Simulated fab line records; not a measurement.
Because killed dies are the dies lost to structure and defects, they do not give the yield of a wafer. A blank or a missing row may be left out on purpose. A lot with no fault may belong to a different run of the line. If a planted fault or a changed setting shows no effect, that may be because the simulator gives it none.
fab line records	flow n5-finfet
record: lots: 7	wafers: 39
route steps=1938 shown GATE_CUT@510 BEOL_M0_SAQP@632 BEOL_M6@1260 BEOL_M7@1308 BEOL_M11@1536
start-h: hours from the record's opening day to when the first of the lot's shown wafers began	wait-h: hours elapsed since this lot's preceding step	" the same as in the row above	L1.1+2: a single row standing in for several wafers	- no value, or no start given	* or withheld: withheld	< > ~ a bound
route shown NAME@n: names a module that has steps shown in the file, with the first one's number in the route	usual: mean/standard deviation taken from wafers without a fault	same: alike in all rows	chamber/n: place in a boat	sites: readings site by site	_std_site: how widely they spread, as a standard deviation	_edge_site: mean of outer sites minus mean of inner sites	radius-mm: how far each site lies from the wafer's centre	mask NAME#n: copy n	behind: the last tool/chamber to shape the wafer	hold: why the lot was held/for how many hours/how that ended	device: the transistor (n, p or np) that didn't switch	end of line: the tests these same wafers got at the end of their route	where a step has no rows: the recipe by itself	killed: count of dies lost to structure and defects at first sort (not the wafer's yield)	map: shows each die of a wafer: x if killed, . if not, _ if none is there
set.NAME: the setting the step ran with; set.NAME@STEP: the setting that earlier step ran with	model.NAME: the simulator's own value behind a step, which no gauge read
lots run with intentionally changed settings; tables by step, rows by wafer
== steps ==
step: N5_GATE_CUT_ALD_22
recipe: material: SiNx	target-thk-a: 160	temp-c: 400	ald-precursor-family: SiH2I2	ald-co-reactant: N2/H2-plasma	pulse-time-s: 1	ald-cycles: 320	purge-time-s: 2	co-reactant-purge-time-s: 2	pressure-torr: 2
lot.wafer	tool	chamber	start-h	wait-h	set.ald-cycles	model.SiNx_of_GATE_CUT_ALD_22.thk-nm
L077.1+4+5	ald-sin-02	0,2,0	102.46	0.2	320	16
L077.2+3	"	2,1	"	"	249	12.4
L077.6	"	1	"	"	249	12.6
L078.1+2+4	ald-sin-02	0,1,2	108.81	0.0	136	6.8
L078.3+5+6	"	2,0,1	"	"	320	16
L079.1+6	ald-sin-02	1,3	117.29	0.0	236	11.8
L079.2	"	0	"	"	236	12
L079.3+4	"	2,3	"	"	320	16
L079.5	"	0	"	"	320	16.2
L081.1	ald-sin-04	2	127.12	0.0	149	7.2
L081.2+5	"	0,1	"	"	149	7.4
L081.3+6	"	1,2	"	"	320	15.8
L081.4	"	3	"	"	320	16
L085.1	ald-sin-02	1	155.33	0.0	241	12.2
L085.2+5	"	3	"	"	241	12
L085.3+4+6	"	0,2,0	"	"	320	16
L088.1+4+5	ald-sin-04	1,3,0	171.89	0.0	320	16
L092.1+4+5	ald-sin-04	3,1,1	195.94	0.0	320	16
L092.2+3+6	"	0,2,2	"	"	262	13
step: N5_BEOL_M0_SAQP_PECVD_00
recipe: material: SiCN	target-thk-a: 80	temp-c: withheld	precursor: 3MS/NH3	pressure-torr: 3	rf-w: 202	time-s: 14
lot.wafer	tool	chamber	start-h	wait-h	set.time-s	model.SiCN_of_BEOL_M0_SAQP_PECVD_00.thk-nm
L077.1	pecvd-04	0	122.01	0.2	14	7.8
L077.2+4+6	"	2,1,0	"	"	18.04	10.2
L077.3	"	1	"	"	14	8
L077.5	"	2	"	"	14	8.2
L078.1	pecvd-04	0	130.69	0.2	14	7.6
L078.2+3	"	1,2	"	"	14	8
L078.4+6	"	2,1	"	"	20.81	12
L078.5	"	0	"	"	20.81	11.8
L079.1+3	pecvd-04	1,0	136.33	0.2	14	7.8
L079.2+5	"	2,1	"	"	16.69	9.6
L079.4	"	2	"	"	14	8.2
L079.6	"	0	"	"	16.69	9.4
L081.1	pecvd-03	0	150.67	0.2	7.961	4.6
L081.2	"	1	"	"	7.961	4.8
L081.3	"	2	"	"	7.961	4.4
L081.4+6	"	1,0	"	"	14	8.2
L081.5	"	2	"	"	14	7.8
L085.1	pecvd-02	0	175.13	0.2	14	7.6
L085.2+3	"	1,0	"	"	5.699	3
L085.4+6	"	1,0	"	"	14	7.8
L085.5	"	1	"	"	5.699	3.2
L088.1+4	pecvd-04	0	194.94	0.3	14	8
L088.5	"	2	"	"	14	8.2
L092.1+2	pecvd-02	1,0	215.13	0.2	18.51	10.4
L092.3	"	0	"	"	14	7.8
L092.4	"	1	"	"	18.51	10.6
L092.5+6	"	1,0	"	"	14	8
step: N5_BEOL_M6_DEP_56
recipe: material: SiCN	target-thk-a: 100	temp-c: withheld	precursor: 3MS/NH3	pressure-torr: 3	rf-w: 202	time-s: 17.5
lot.wafer	tool	chamber	start-h	wait-h	set.time-s	model.SiCN_of_BEOL_M6_DEP_56.thk-nm
L077.1+4	pecvd-03	1	202.98	0.0	17.5	10
L077.2	"	2	"	"	9.099	5.2
L077.3+6	"	0,2	"	"	9.099	5.4
L077.5	"	0	"	"	17.5	10.2
L078.1	pecvd-03	1	212.02	0.0	7.995	4.4
L078.2+6	"	2,1	"	"	7.995	4.6
L078.3+5	"	0,2	"	"	17.5	10
L078.4	"	0	"	"	17.5	10.2
L079.1	pecvd-01	2	222.46	0.0	17.5	10.2
L079.2	"	1	"	"	17.5	10
L079.3	"	0	"	"	23.27	13
L079.4+6	"	1,0	"	"	23.27	13.4
L079.5	"	2	"	"	17.5	10.4
L081.1+4	pecvd-03	1	230.38	0.0	10.56	6.2
L081.2	"	0	"	"	17.5	10
L081.3	"	2	"	"	10.56	6
L081.5+6	"	0,2	"	"	17.5	10.2
L085.1+2	pecvd-01	0,1	258.04	0.0	23.46	13.2
L085.3+4+5	"	2,1,0	"	"	17.5	10
L085.6	"	2	"	"	23.46	13.4
L088.1+4+5	pecvd-02	2,0,2	280.41	0.0	17.5	10.2
L092.1+2	pecvd-02	2,1	295.86	0.0	17.5	9.8
L092.3+4	"	0,1	"	"	11.5	6.6
L092.5	"	2	"	"	11.5	6.8
L092.6	"	0	"	"	17.5	10.2
step: N5_BEOL_M7_TRENCH_ETCH_37
recipe: chemistry: C4F6/O2	target-depth-a: 934.78	target: SiCOH_lowk	time-s: 31.2	ion-energy-ev: 250	pressure-mtorr: 30	source-w: 345	bias-w: 185	Ar_flow_sccm: 300	C4F6_flow_sccm: 10	O2_flow_sccm: 10
lot.wafer	tool	chamber	start-h	wait-h	set.target-depth-a	model.BEOL_M7.feature-depth-nm	model.etch.depth-nm	model.TiN_of_BEOL_M7_HM_DEP_02.thk-nm
L077.1	rie-diel-01	1	-	-	934.78	92.2	92.21	17
L077.2	"	2	"	"	934.78	91.8	91.71	17
L077.3	"	3	"	"	934.78	93	92.92	17
L077.4	"	0	"	"	934.78	92.8	92.76	17.2
L077.5	"	1	"	"	934.78	90.8	90.74	17
L077.6	"	0	"	"	934.78	93	92.98	17.2
L078.1	rie-diel-05	2	-	-	934.78	95.4	95.43	17
L078.2	"	0	"	"	934.78	91.4	91.42	17
L078.3	"	3	"	"	934.78	93.2	93.1	17.2
L078.4	"	3	"	"	934.78	92	92.02	17.2
L078.5	"	2	"	"	934.78	95.2	95.16	17
L078.6	"	0	"	"	934.78	92.4	92.44	17
L079.1	rie-diel-05	3	-	-	934.78	91.6	91.56	16.4
L079.2	"	0	"	"	934.78	92.2	92.16	16.4
L079.3	"	2	"	"	934.78	94.2	94.29	16.6
L079.4	"	1	"	"	934.78	93.6	93.7	16.8
L079.5	"	2	"	"	934.78	94.8	94.82	16.4
L079.6	"	3	"	"	934.78	91.4	91.39	16.6
L081.1	rie-diel-01	1	-	-	934.78	91.8	91.7	17.6
L081.2	"	2	"	"	934.78	91.2	91.25	17.2
L081.3	"	0	"	"	934.78	93.6	93.52	17
L081.4	"	3	"	"	934.78	92.2	92.1	17.2
L081.5	"	3	"	"	934.78	92.4	92.39	17.2
L081.6	"	0	"	"	934.78	93.2	93.16	17.2
L085.1	rie-diel-01	3	-	-	934.78	93	92.98	17
L085.2	"	2	"	"	934.78	91.6	91.68	17.4
L085.3	"	1	"	"	934.78	92.2	92.24	17.4
L085.4	"	0	"	"	494.4	49.4	49.45	18.2
L085.5	"	1	"	"	494.4	48.6	48.61	18.6
L085.6	"	2	"	"	494.4	48.4	48.41	18.2
L088.1	rie-diel-05	2	-	-	934.78	95.4	95.44	17.2
L088.4	"	1	"	"	934.78	93.6	93.62	17
L088.5	"	2	"	"	934.78	95.2	95.13	17.2
L092.1	rie-diel-01	3	-	-	934.78	92.4	92.48	17.4
L092.2	"	1	"	"	1326	130.8	130.8	15.8
L092.3	"	0	"	"	1326	133.2	133.2	16
L092.4	"	1	"	"	934.78	91.8	91.8	17.4
L092.5	"	3	"	"	934.78	92.2	92.29	17.2
L092.6	"	0	"	"	1326	133.8	133.9	15.8
step: N5_BEOL_M7_ETCH_41
recipe: chemistry: CH3F/O2	target: SiCN	target-depth-a: 319	taper-deg: 2	time-s: 57.8	ion-energy-ev: 120	mask-material: TiN	pressure-mtorr: 30	source-w: 395	bias-w: 75	Ar_flow_sccm: 150	CH3F_flow_sccm: 30	O2_flow_sccm: 20
step: N5_BEOL_M7_STRIP_80
recipe: chemistry: N2/H2	time-s: 10	power-w: 450	temp-c: 40	pressure-mtorr: 20	rf-frequency-hz: 6e+07	bias-power-w: 7	n2-flow-sccm: 200	h2-flow-sccm: 200
step: N5_BEOL_M7_OCD_MEAS_38
usual: trench-depth-nm: 93.1/1.4
lot.wafer	tool	chamber	start-h	wait-h	set.target-depth-a@BEOL_M7_TRENCH_ETCH_37	trench-depth-nm
L077.1	ocd-02	-	207.78	-	934.78	92.3
L077.2	"	-	"	"	934.78	92.3
L077.3	"	-	"	"	934.78	92.6
L077.4	"	-	"	"	934.78	92.9
L077.5	"	-	"	"	934.78	90.5
L077.6	"	-	"	"	934.78	93.3
L078.1	ocd-01	-	217.29	-	934.78	95.7
L078.2	"	-	"	"	934.78	91.5
L078.3	"	-	"	"	934.78	93.0
L078.4	"	-	"	"	934.78	92.0
L078.5	"	-	"	"	934.78	95.0
L078.6	"	-	"	"	934.78	92.5
L079.1	ocd-01	-	229.14	-	934.78	91.9
L079.2	"	-	"	"	934.78	92.3
L079.3	"	-	"	"	934.78	94.2
L079.4	"	-	"	"	934.78	93.9
L079.5	"	-	"	"	934.78	95.0
L079.6	"	-	"	"	934.78	91.3
L081.1	ocd-02	-	234.49	-	934.78	92.0
L081.2	"	-	"	"	934.78	91.0
L081.3	"	-	"	"	934.78	93.3
L081.4	"	-	"	"	934.78	91.8
L081.5	"	-	"	"	934.78	91.9
L081.6	"	-	"	"	934.78	93.7
L085.1	ocd-02	-	263.23	-	934.78	93.1
L085.2	"	-	"	"	934.78	91.1
L085.3	"	-	"	"	934.78	92.4
L085.4	"	-	"	"	494.4	49.5
L085.5	"	-	"	"	494.4	48.6
L085.6	"	-	"	"	494.4	48.4
L088.1	ocd-01	-	289.17	-	934.78	96.0
L088.4	"	-	"	"	934.78	93.3
L088.5	"	-	"	"	934.78	95.0
L092.1	ocd-02	-	303.41	-	934.78	92.4
L092.2	"	-	"	"	1326	130.8
L092.3	"	-	"	"	1326	133.2
L092.4	"	-	"	"	934.78	92.0
L092.5	"	-	"	"	934.78	92.2
L092.6	"	-	"	"	1326	133.7
step: N5_BEOL_M7_HM_STRIP_39
recipe: chemistry: peroxide-tin-strip	material: TiN	target-depth-a: 250	temp-c: 50	time-s: 158
step: N5_BEOL_M7_SRD_40
recipe: time-s: 30	temp-c: 23	rinse-liquid: diw	dry: ipa-marangoni
step: N5_BEOL_M7_ECD_50
recipe: material: Cu	target-thk-a: 3000
step: N5_BEOL_M7_ANNEAL_51
recipe: temp-c: 225	time-s: 90	ambient: N2
step: N5_BEOL_M7_CMP_52
recipe: stop-on: SiCOH_lowk	t-overpolish-s: 6.9	down-force-psi: 1	platen-rpm: 50	clearing-platen-down-force-psi: 1.5	clearing-platen-rpm: 50	post-cmp-clean: cu-alkaline	target-thk-nm: 80	clearing-platen-pad-velocity-m-s: 0.99484	pad-velocity-m-s: 0.99484
lot.wafer	tool	chamber	start-h	wait-h	set.target-depth-a@BEOL_M7_TRENCH_ETCH_37	model.Cu_of_BEOL_M7_ECD_50.thk-nm
L077.3	cmp-04	0	211.57	0.2	934.78	77.4
L077.2	"	1	"	"	934.78	76.8
L077.4	"	2	"	"	934.78	79.4
L077.1	"	3	"	"	934.78	78.6
L077.6	"	0	"	"	934.78	78.2
L077.5	"	1	"	"	934.78	75.4
L078.4+5	cmp-01	2,3	220.83	0.3	934.78	80.6
L078.3	"	3	"	"	934.78	81.2
L078.1	"	0	"	"	934.78	83
L078.2	"	1	"	"	934.78	78.8
L078.6	"	2	"	"	934.78	81.6
L079.4	cmp-04	2	231.04	0.1	934.78	78.6
L079.3	"	3	"	"	934.78	81.2
L079.2	"	0	"	"	934.78	76
L079.1	"	1	"	"	934.78	75.6
L079.5	"	2	"	"	934.78	78.8
L079.6	"	3	"	"	934.78	76.8
L081.4	cmp-01	0	238.30	0.1	934.78	80
L081.1	"	1	"	"	934.78	78
L081.2	"	2	"	"	934.78	79.6
L081.3	"	3	"	"	934.78	81
L081.6	"	0	"	"	934.78	80.4
L081.5	"	1	"	"	934.78	79.8
L085.2	cmp-02	2	264.99	0.2	934.78	78
L085.3	"	3	"	"	934.78	79.8
L085.1	"	0	"	"	934.78	78.6
L085.4	"	1	"	"	494.4	34
L085.6	"	2	"	"	494.4	35
L085.5	"	3	"	"	494.4	35.8
L088.1	cmp-02	3	291.14	0.3	934.78	80.8
L088.4	"	0	"	"	934.78	78.2
L088.5	"	2	"	"	934.78	80.4
L092.1	cmp-04	0	306.73	0.3	934.78	76.2
L092.3	"	1	"	"	1326	118.6
L092.2	"	2	"	"	1326	115.2
L092.4	"	3	"	"	934.78	76.8
L092.5	"	0	"	"	934.78	76.4
L092.6	"	1	"	"	1326	117.8
step: N5_BEOL_M7_THK_MEAS_53
recipe: thk-meas-gauge: xrf	reads: Cu_of_BEOL_M7_ECD_50
usual: M7_THK: 78.7/2.1
lot.wafer	tool	chamber	start-h	wait-h	set.target-depth-a@BEOL_M7_TRENCH_ETCH_37	M7_THK[nm]
L077.1	film-metro-01	-	211.87	-	934.78	79.0
L077.2	"	-	"	"	934.78	76.7
L077.3	"	-	"	"	934.78	77.4
L077.4	"	-	"	"	934.78	79.5
L077.5	"	-	"	"	934.78	75.3
L077.6	"	-	"	"	934.78	78.3
L078.1	film-metro-02	-	221.12	-	934.78	82.5
L078.2	"	-	"	"	934.78	79.3
L078.3	"	-	"	"	934.78	81.2
L078.4	"	-	"	"	934.78	80.7
L078.5	"	-	"	"	934.78	80.5
L078.6	"	-	"	"	934.78	81.6
L079.1	film-metro-02	-	231.33	-	934.78	75.2
L079.2	"	-	"	"	934.78	75.9
L079.3	"	-	"	"	934.78	80.8
L079.4	"	-	"	"	934.78	78.4
L079.5	"	-	"	"	934.78	78.5
L079.6	"	-	"	"	934.78	76.9
L081.1	film-metro-01	-	238.59	-	934.78	77.0
L081.2	"	-	"	"	934.78	78.9
L081.3	"	-	"	"	934.78	80.5
L081.4	"	-	"	"	934.78	79.3
L081.5	"	-	"	"	934.78	79.0
L081.6	"	-	"	"	934.78	79.5
L085.1	film-metro-01	-	265.29	-	934.78	77.3
L085.2	"	-	"	"	934.78	76.9
L085.3	"	-	"	"	934.78	78.7
L085.4	"	-	"	"	494.4	33.6
L085.5	"	-	"	"	494.4	35.5
L085.6	"	-	"	"	494.4	34.4
L088.1	film-metro-01	-	291.36	-	934.78	80.5
L088.4	"	-	"	"	934.78	77.9
L088.5	"	-	"	"	934.78	80.0
L092.1	film-metro-01	-	307.03	-	934.78	75.5
L092.2	"	-	"	"	1326	114.2
L092.3	"	-	"	"	1326	117.7
L092.4	"	-	"	"	934.78	76.3
L092.5	"	-	"	"	934.78	76.0
L092.6	"	-	"	"	1326	116.9
step: N5_BEOL_M7_PRE_CLEAN_55
recipe: gas: NH3	time-s: 15	temp-c: withheld	rf-power-w: 300
step: N5_BEOL_M7_DEP_56
recipe: material: SiCN	target-thk-a: 100	temp-c: withheld	precursor: 3MS/NH3	pressure-torr: 3	rf-w: 202	time-s: 17.5
step: N5_BEOL_M7_RS_MEAS_57
recipe: thk-meas-gauge: four-point-probe	reads: Cu_of_BEOL_M7_ECD_50+Co_of_BEOL_M7_CVD_78+TaN_of_BEOL_M7_ALD_77
usual: M7_RS: 0.289/0.009
lot.wafer	tool	chamber	start-h	wait-h	set.target-depth-a@BEOL_M7_TRENCH_ETCH_37	M7_RS[ohm/sq]
L077.1	film-metro-02	-	212.03	0.1	934.78	0.292
L077.2	"	-	"	"	934.78	0.301
L077.3	"	-	"	"	934.78	0.297
L077.4	"	-	"	"	934.78	0.288
L077.5	"	-	"	"	934.78	0.307
L077.6	"	-	"	"	934.78	0.294
L078.1	film-metro-01	-	221.25	0.1	934.78	0.274
L078.2	"	-	"	"	934.78	0.291
L078.3	"	-	"	"	934.78	0.281
L078.4	"	-	"	"	934.78	0.283
L078.5	"	-	"	"	934.78	0.283
L078.6	"	-	"	"	934.78	0.279
L079.1	film-metro-01	-	231.49	0.1	934.78	0.306
L079.2	"	-	"	"	934.78	0.305
L079.3	"	-	"	"	934.78	0.281
L079.4	"	-	"	"	934.78	0.293
L079.5	"	-	"	"	934.78	0.291
L079.6	"	-	"	"	934.78	0.300
L081.1	film-metro-02	-	238.75	0.1	934.78	0.295
L081.2	"	-	"	"	934.78	0.287
L081.3	"	-	"	"	934.78	0.282
L081.4	"	-	"	"	934.78	0.286
L081.5	"	-	"	"	934.78	0.287
L081.6	"	-	"	"	934.78	0.284
L085.1	film-metro-02	-	265.42	0.1	934.78	0.292
L085.2	"	-	"	"	934.78	0.295
L085.3	"	-	"	"	934.78	0.287
L085.4	"	-	"	"	494.4	0.831
L085.5	"	-	"	"	494.4	0.777
L085.6	"	-	"	"	494.4	0.799
L088.1	film-metro-01	-	291.49	0.1	934.78	0.283
L088.4	"	-	"	"	934.78	0.293
L088.5	"	-	"	"	934.78	0.284
L092.1	film-metro-02	-	307.16	0.1	934.78	0.303
L092.2	"	-	"	"	1326	0.188
L092.3	"	-	"	"	1326	0.182
L092.4	"	-	"	"	934.78	0.300
L092.5	"	-	"	"	934.78	0.302
L092.6	"	-	"	"	1326	0.184
step: N5_BEOL_M11_ILD_DEP_00
recipe: material: SiCOH_lowk	target-thk-a: 3085.1	temp-c: 300	precursor: DEMS/porogen	pressure-torr: 5	rf-w: 500	time-s: 58
lot.wafer	tool	chamber	start-h	wait-h	set.target-thk-a	model.SiCOH_lowk_of_BEOL_M11_ILD_DEP_00.thk-nm
L077.1	pecvd-04	1	239.08	0.0	3085.1	307.4
L077.2	"	2	"	"	3085.1	306
L077.3	"	0	"	"	3085.1	305.6
L077.4	"	1	"	"	3085.1	313.2
L077.5	"	2	"	"	3085.1	312.6
L077.6	"	0	"	"	3085.1	309.8
L078.1	pecvd-04	2	243.60	0.0	1849	184.2
L078.2	"	1	"	"	3085.1	302.4
L078.3	"	0	"	"	3085.1	301.8
L078.4	"	0	"	"	3085.1	310.8
L078.5	"	2	"	"	1849	190.6
L078.6	"	1	"	"	1849	181.8
L079.1	pecvd-04	0	256.86	0.0	3690	362.4
L079.2	"	1	"	"	3085.1	304
L079.3	"	2	"	"	3690	369.8
L079.4	"	1	"	"	3690	369.4
L079.5	"	2	"	"	3085.1	312
L079.6	"	0	"	"	3085.1	306.2
L081.1	pecvd-03	2	267.46	0.0	3085.1	311.2
L081.2	"	1	"	"	3085.1	312
L081.3	"	0	"	"	2500	252.4
L081.4	"	1	"	"	3085.1	316.6
L081.5	"	2	"	"	2500	254
L081.6	"	0	"	"	2500	258.2
L085.1	pecvd-04	0	289.53	0.0	4742	471.2
L085.2	"	2	"	"	3085.1	312
L085.3	"	1	"	"	4742	471.6
L085.4	"	1	"	"	4742	482.2
L085.5	"	0	"	"	3085.1	309.8
L085.6	"	2	"	"	3085.1	313.2
L088.1	pecvd-03	0	317.90	0.0	3085.1	309.6
L088.4	"	2	"	"	3085.1	312.8
L088.5	"	0	"	"	3085.1	314.6
L092.1	pecvd-02	1	328.88	0.0	3085.1	305.4
L092.2	"	0	"	"	3085.1	301.2
L092.3	"	2	"	"	3085.1	306.6
L092.4	"	1	"	"	3085.1	309.4
L092.5	"	0	"	"	3085.1	308.8
L092.6	"	2	"	"	3085.1	313.8
step: N5_BEOL_M11_CURE_71
recipe: temp-c: 385	time-s: 240	ambient: He/Ar	material: SiCOH_lowk
lot.wafer	tool	chamber	start-h	wait-h	set.target-thk-a@BEOL_M11_ILD_DEP_00	model.SiCOH_lowk_of_BEOL_M11_ILD_DEP_00.thk-nm
L077.1	uv-cure-02	0	239.15	0.0	3085.1	267
L077.2	"	0	"	"	3085.1	265.8
L077.3	"	0	"	"	3085.1	265.4
L077.4	"	0	"	"	3085.1	272.2
L077.5	"	0	"	"	3085.1	271.6
L077.6	"	0	"	"	3085.1	269.2
L078.1	uv-cure-01	1	243.68	0.0	1849	159
L078.2	"	1	"	"	3085.1	262.6
L078.3	"	1	"	"	3085.1	262.2
L078.4	"	1	"	"	3085.1	270
L078.5	"	1	"	"	1849	164.6
L078.6	"	1	"	"	1849	156.8
L079.1	uv-cure-03	0	256.94	0.0	3690	315.8
L079.2	"	0	"	"	3085.1	264
L079.3	"	0	"	"	3690	322.2
L079.4	"	0	"	"	3690	322
L079.5	"	0	"	"	3085.1	271
L079.6	"	0	"	"	3085.1	266
L081.1	uv-cure-03	1	267.54	0.0	3085.1	270.4
L081.2	"	1	"	"	3085.1	271.2
L081.3	"	1	"	"	2500	218.6
L081.4	"	1	"	"	3085.1	275.2
L081.5	"	1	"	"	2500	220
L081.6	"	1	"	"	2500	223.6
L085.1	uv-cure-01	2	289.61	0.0	4742	413
L085.2	"	2	"	"	3085.1	271.2
L085.3	"	2	"	"	4742	413.4
L085.4	"	2	"	"	4742	423
L085.5	"	2	"	"	3085.1	269.2
L085.6	"	2	"	"	3085.1	272.2
L088.1	uv-cure-01	1	318.19	0.3	3085.1	269
L088.4	"	1	"	"	3085.1	271.8
L088.5	"	1	"	"	3085.1	273.4
L092.1	uv-cure-03	1	328.96	0.0	3085.1	265.2
L092.2	"	1	"	"	3085.1	261.6
L092.3	"	1	"	"	3085.1	266.4
L092.4	"	1	"	"	3085.1	268.8
L092.5	"	1	"	"	3085.1	268.4
L092.6	"	1	"	"	3085.1	272.6
step: N5_BEOL_M11_THK_MEAS_01
recipe: reads: SiCOH_lowk_of_BEOL_M11_ILD_DEP_00
usual: M11_ILD_THK: 268/3.5
lot.wafer	tool	chamber	start-h	wait-h	set.target-thk-a@BEOL_M11_ILD_DEP_00	M11_ILD_THK[nm]
L077.1	film-metro-01	-	239.67	0.4	3085.1	267
L077.2	"	-	"	"	3085.1	266
L077.3	"	-	"	"	3085.1	265
L077.4	"	-	"	"	3085.1	273
L077.5	"	-	"	"	3085.1	271
L077.6	"	-	"	"	3085.1	269
L078.1	film-metro-01	-	244.20	0.4	1849	159
L078.2	"	-	"	"	3085.1	263
L078.3	"	-	"	"	3085.1	262
L078.4	"	-	"	"	3085.1	270
L078.5	"	-	"	"	1849	165
L078.6	"	-	"	"	1849	157
L079.1	film-metro-02	-	257.93	0.8	3690	316
L079.2	"	-	"	"	3085.1	264
L079.3	"	-	"	"	3690	322
L079.4	"	-	"	"	3690	322
L079.5	"	-	"	"	3085.1	271
L079.6	"	-	"	"	3085.1	266
L081.1	film-metro-02	-	269.49	1.6	3085.1	271
L081.2	"	-	"	"	3085.1	271
L081.3	"	-	"	"	2500	219
L081.4	"	-	"	"	3085.1	275
L081.5	"	-	"	"	2500	220
L081.6	"	-	"	"	2500	224
L085.1	film-metro-01	-	290.12	0.4	4742	413
L085.2	"	-	"	"	3085.1	271
L085.3	"	-	"	"	4742	413
L085.4	"	-	"	"	4742	423
L085.5	"	-	"	"	3085.1	269
L085.6	"	-	"	"	3085.1	272
L088.1	film-metro-02	-	318.71	0.4	3085.1	269
L088.4	"	-	"	"	3085.1	272
L088.5	"	-	"	"	3085.1	273
L092.1	film-metro-01	-	329.47	0.4	3085.1	265
L092.2	"	-	"	"	3085.1	262
L092.3	"	-	"	"	3085.1	266
L092.4	"	-	"	"	3085.1	269
L092.5	"	-	"	"	3085.1	268
L092.6	"	-	"	"	3085.1	273
== key ==
split: step: N5_GATE_CUT_ALD_22	setting: ald-cycles	stated: 320	by: wafer
response: step: N5_GATE_CUT_ALD_22	reading: model.SiNx_of_GATE_CUT_ALD_22.thk-nm	change: +0.16	per: 1%	r: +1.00
split: step: N5_BEOL_M0_SAQP_PECVD_00	setting: time-s	stated: 14	by: wafer
response: step: N5_BEOL_M0_SAQP_PECVD_00	reading: model.SiCN_of_BEOL_M0_SAQP_PECVD_00.thk-nm	change: +0.0801	per: 1%	r: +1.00
split: step: N5_BEOL_M6_DEP_56	setting: time-s	stated: 17.5	by: wafer
response: step: N5_BEOL_M6_DEP_56	reading: model.SiCN_of_BEOL_M6_DEP_56.thk-nm	change: +0.0986	per: 1%	r: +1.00
split: step: N5_BEOL_M7_TRENCH_ETCH_37	setting: target-depth-a	stated: 934.78	by: wafer
response: step: N5_BEOL_M7_TRENCH_ETCH_37	reading: model.BEOL_M7.feature-depth-nm	change: +0.942	per: 1%	r: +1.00
response: step: N5_BEOL_M7_TRENCH_ETCH_37	reading: model.etch.depth-nm	change: +0.942	per: 1%	r: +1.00
response: step: N5_BEOL_M7_TRENCH_ETCH_37	reading: model.TiN_of_BEOL_M7_HM_DEP_02.thk-nm	change: -0.0281	per: 1%	r: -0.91
response: step: N5_BEOL_M7_OCD_MEAS_38	reading: trench-depth-nm	change: +0.94	per: 1%	r: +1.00
response: step: N5_BEOL_M7_CMP_52	reading: model.Cu_of_BEOL_M7_ECD_50.thk-nm	change: +0.95	per: 1%	r: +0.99
response: step: N5_BEOL_M7_THK_MEAS_53	reading: M7_THK	change: +0.937	per: 1%	r: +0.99
response: step: N5_BEOL_M7_RS_MEAS_57	reading: M7_RS	change: -0.0073	per: 1%	r: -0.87
split: step: N5_BEOL_M11_ILD_DEP_00	setting: target-thk-a	stated: 3085.1	by: wafer
response: step: N5_BEOL_M11_ILD_DEP_00	reading: model.SiCOH_lowk_of_BEOL_M11_ILD_DEP_00.thk-nm	change: +3.03	per: 1%	r: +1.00
response: step: N5_BEOL_M11_CURE_71	reading: model.SiCOH_lowk_of_BEOL_M11_ILD_DEP_00.thk-nm	change: +2.68	per: 1%	r: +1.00
response: step: N5_BEOL_M11_THK_MEAS_01	reading: M11_ILD_THK	change: +2.68	per: 1%	r: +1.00
